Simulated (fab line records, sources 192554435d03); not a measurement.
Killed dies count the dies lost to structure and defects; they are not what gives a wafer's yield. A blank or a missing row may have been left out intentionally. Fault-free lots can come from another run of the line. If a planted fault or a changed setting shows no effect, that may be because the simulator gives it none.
Chamber matching :: flow n5Finfet :: pecvd-03 running N5_BEOL_M11_ILD_DEP_00: 3 sister chambers
The step deposits SiCOH lowk from DEMS/porogen, target thk 308.51 nm, time 58 s. 3 wafers are shown with their chamber, then 10 later ones without.

== WAFERS WITH THEIR CHAMBER ==
wafer: L088.5
chamber: 1
heaterPowerW (W): 281

wafer: L089.1
chamber: 2
heaterPowerW (W): 324

wafer: L089.2
chamber: 0
heaterPowerW (W): 296

== WAFERS WITH NO CHAMBER GIVEN ==
wafer: L089.5
heaterPowerW (W): 279

wafer: L095.1
heaterPowerW (W): 361

wafer: L095.3
heaterPowerW (W): 300

wafer: L095.6
heaterPowerW (W): 329

wafer: L093.1
heaterPowerW (W): 307

wafer: L093.2
heaterPowerW (W): 315

wafer: L093.3
heaterPowerW (W): 298

wafer: L096.2
heaterPowerW (W): 333

wafer: L096.3
heaterPowerW (W): 284

wafer: L096.6
heaterPowerW (W): 288

== CHAMBER TAKEN BY EACH ==
wafer: L089.5
from the rows above: can't be placed: 1 or 0
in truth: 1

wafer: L095.1
from the rows above: 2
in truth: 2

wafer: L095.3
from the rows above: can't be placed: 0 or 1 or 2
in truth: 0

wafer: L095.6
from the rows above: 2
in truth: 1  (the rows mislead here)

wafer: L093.1
from the rows above: can't be placed: 0 or 2 or 1
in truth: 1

wafer: L093.2
from the rows above: can't be placed: 2 or 0 or 1
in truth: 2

wafer: L093.3
from the rows above: can't be placed: 0 or 1 or 2
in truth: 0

wafer: L096.2
from the rows above: 2
in truth: 2

wafer: L096.3
from the rows above: can't be placed: 1 or 0
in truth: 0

wafer: L096.6
from the rows above: can't be placed: 1 or 0
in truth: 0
Placed correctly: 2 of 10. Cannot be placed on the basis of these rows: 7; the candidates contain the true chamber in 7. Wrongly placed: 1.
How it was worked out, from the rows above alone: a wafer's distance from a chamber is the root of the sum, over the readings, of the square of ((its reading less the chamber's mean) divided by the reading's scatter). The wafer belongs to the nearest chamber; if the next one is less than 2 further off, it can't be placed. A chamber's mean is the mean of its shown wafers. The scatter (one wafer shown for each chamber): square how far every hidden wafer sits from the nearest shown wafer, average those squares and take the square root.
